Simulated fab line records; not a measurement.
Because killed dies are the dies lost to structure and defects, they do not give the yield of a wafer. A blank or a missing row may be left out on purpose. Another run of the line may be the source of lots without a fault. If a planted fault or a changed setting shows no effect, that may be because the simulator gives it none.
A struck lot beside a sound one || flow n5-finfet || 16 out of 1938 route steps
Sound: these wafers, L226.2, L226.3, L226.5. Struck: wafer L232.1 (left out: L232.3, L232.5 of the same lot, which were not struck); the cause appears at the end.
Per side, at each step with rows, come the tool, then ch with its chambers, and then its first start. Under that, the readings that differ: sound wafers || struck wafers || difference of the means || sigmas: that difference in standard deviations of wafers without a fault.
alike: a reading whose means differ by less than 2 such deviations, as well as words and numbers matching on both sides. not compared: withheld readings; readings where some wafer has no value; bounds like >300 that might hide an equal value; numbers whose values overlap and for which the record gives no deviation.
The two part at a step that has a row with sigmas, a row that says differs or no value, or rows on one side only. Numbers that have no deviation but don't overlap get no sigmas and don't part them. A reading that every wafer of one side lacks parts them only if that side has two wafers or more.

first, 7 steps without rows for these wafers: N5_PMOS_HMC_CHANNEL_EPI_COAT_31 (time 60 s, resist thk 66 nm); N5_PMOS_HMC_CHANNEL_EPI_COAT_03 (resist thk 205 nm); N5_PMOS_HMC_CHANNEL_EPI_EBR_05; N5_PMOS_HMC_CHANNEL_EPI_SOFTBAKE_04 (time 60 s); N5_PMOS_HMC_CHANNEL_EPI_EXPOSE_06 (exposes mask PMOS HMC BLK, target cd 240 nm); N5_PMOS_HMC_CHANNEL_EPI_PEB_07 (peb time 60 s); N5_PMOS_HMC_CHANNEL_EPI_DEVELOP_08 (develop time 30 s).
N5_PMOS_HMC_CHANNEL_EPI_CD_MEAS_09: target cd 237.4 nm.
  sound on cd-sem-01 ch 0, day 2 05:25; struck on cd-sem-02 ch 0, day 3 17:35
  alike: cd-nm
N5_PMOS_HMC_CHANNEL_EPI_OVL_MEAS_10:
  sound on overlay-01 ch 0, day 2 05:26; struck on overlay-02 ch 0, day 3 17:37
  alike: PMOS_HMC_BLK_OVL
N5_PMOS_HMC_CHANNEL_EPI_INSPECT_11: inspects for defects (macro).
  sound on defect-inspect-02 at day 2 05:28; struck on defect-inspect-01 at day 3 17:39
  alike: raw-defect-count
N5_PMOS_HMC_CHANNEL_EPI_DESCUM_14: chemistry O2, time 7.9 s.
  sound on rie-diel-02 ch 0,2, day 2 05:29; struck on rie-diel-04 ch 3, day 3 17:41
  alike: drypump-motor-current-A, oes-product-au, rf-vpp-V, showerhead-plenum-p-Torr, throttle-valve-pct
  not compared: rf-hours-counter-h
N5_PMOS_HMC_CHANNEL_EPI_ETCH_32: etches BARC in N2/H2, stops on SiO2, target depth 85.8 nm, time 50.3 s.
  sound on rie-diel-02 ch 0,2, day 2 05:32; struck on rie-diel-04 ch 3, day 3 17:43
  alike: bias-w, drypump-motor-current-A, n2-flow-sccm, oes-product-au, rf-vpp-V, showerhead-plenum-p-Torr, throttle-valve-pct
  not compared: rf-hours-counter-h
N5_PMOS_HMC_CHANNEL_EPI_HM_OPEN_15: chemistry CHF3/O2, target SiO2, target depth 40.6 nm, time 20.3 s.
  sound on rie-diel-02 ch 0,2, day 2 05:34; struck on rie-diel-04 ch 3, day 3 17:46
{"reading": "oes-product-au (a.u.)", "sound": "0.72 0.90 0.72", "struck": 0.63, "difference": -0.15, "sigmas": -2}
{"reading": "model.CAR-ArF-block_of_PMOS_HMC_CHANNEL_EPI_COAT_03.thk-nm (nm)", "sound": "90.84 95.61 91.11", "struck": 100.7, "difference": "+8.2", "sigmas": ""}
{"reading": "model.etch.depth-nm (nm)", "sound": "41.06 40.2 40.72", "struck": 33.64, "difference": -7.02, "sigmas": ""}
  alike: bias-w, drypump-motor-current-A, rf-vpp-V, showerhead-plenum-p-Torr, throttle-valve-pct
  not compared: rf-hours-counter-h
N5_PMOS_HMC_CHANNEL_EPI_STRIP_33: strips in N2/H2.
  sound on rie-diel-02 ch 0,2, day 2 05:38; struck on rie-diel-04 ch 3, day 3 17:49
  alike: drypump-motor-current-A, n2-flow-sccm, oes-product-au, rf-vpp-V, showerhead-plenum-p-Torr, throttle-valve-pct
  not compared: rf-hours-counter-h
-- the record jumps here: 6 days lie between the struck wafers' starts before and after (it left off in module PMOS_HMC_CHANNEL_EPI and takes up again in module BEOL_M4, whose first step shown is number 1111 of the route) --
N5_BEOL_M4_RC_MEAS_101:
  sound on prober-02 ch 0, day 8 01:28; struck on prober-02 ch 0, day 9 15:53
{"reading": "DIBL_N (mV/V)", "sound": "32.8 34.9 33.6", "struck": 37.3, "difference": "+3.5", "sigmas": "+2"}
{"reading": "SS_N (mV/dec)", "sound": "71.0 71.0 70.9", "struck": 72.5, "difference": "+1.5", "sigmas": "+3"}
  alike: DIBL_P, IOFF_N, IOFF_P, ION_N, ION_P, SS_P, VT_N, VT_P
-- a jump in the record: the struck wafers' starts before and after are 4 days apart (it breaks off in module BEOL_M4 and resumes in module PASSIVATION, where the first step shown is number 1936 of the route) --
N5_PASSIVATION_PROBE_49:
  rows exist in the record for the struck wafers here (prober-01, day 14 02:12), but not for the sound ones

## WHERE THEY PART
At N5_PMOS_HMC_CHANNEL_EPI_HM_OPEN_15 first; at N5_PASSIVATION_PROBE_49 last (within this record only).

WHY: whatever the simulator had introduced
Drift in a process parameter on rie-diel-04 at N5_PMOS_HMC_CHANNEL_EPI_HM_OPEN_15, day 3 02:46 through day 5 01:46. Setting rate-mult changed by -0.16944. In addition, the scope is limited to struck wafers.
